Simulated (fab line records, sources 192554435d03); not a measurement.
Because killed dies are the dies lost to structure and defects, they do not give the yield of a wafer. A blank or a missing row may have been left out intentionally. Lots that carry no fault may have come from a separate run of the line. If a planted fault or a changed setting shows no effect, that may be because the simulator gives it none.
Chamber matching + flow n5 finfet + pecvd-01 running N5_BEOL_M9_DEP_56: 3 sister chambers
The step deposits SiCN from 3MS/NH3, target thk 15 nm, time 26.5 s. 3 wafers are shown with their chamber, then 7 later ones without.

== WAFERS, EACH WITH ITS CHAMBER ==
| wafer  | chamber | throttle valve pct (%) |
|--------|---------|------------------------|
| L515.6 | 2       | 8.8                    |
| L529.2 | 0       | 9.9                    |
| L529.5 | 1       | 8.7                    |

== WAFERS WITHOUT THEIR CHAMBER ==
| wafer  | throttle valve pct (%) |
|--------|------------------------|
| L529.6 | 10.1                   |
| L530.1 | 8.5                    |
| L530.2 | 9.8                    |
| L530.3 | 8.7                    |
| L531.1 | 9.1                    |
| L531.2 | 8.9                    |
| L531.4 | 9.7                    |

== WHICH CHAMBER EACH WENT THROUGH ==
| wafer  | from the rows above     | in truth |
|--------|-------------------------|----------|
| L529.6 | 0                       | 0        |
| L530.1 | can't be placed: 1 or 2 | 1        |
| L530.2 | 0                       | 0        |
| L530.3 | can't be placed: 1 or 2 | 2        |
| L531.1 | can't be placed: 2 or 1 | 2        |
| L531.2 | can't be placed: 2 or 1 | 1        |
| L531.4 | 0                       | 0        |
Placed correctly: 3 of 7. Not placeable from these rows: 4 (in 4, the candidates include the true chamber). 0 placed wrongly.
How it was worked out, from the rows above alone: a wafer's distance from a chamber is the root of the sum, over the readings, of the square of ((its reading less the chamber's mean) divided by the reading's scatter). If the next closest chamber is less than 2 further off than the closest, the wafer can't be placed; otherwise it belongs to the closest. Each chamber's mean is taken over the wafers shown for it. The scatter (one wafer shown for each chamber): square how far every hidden wafer sits from the nearest shown wafer, average those squares and take the square root.
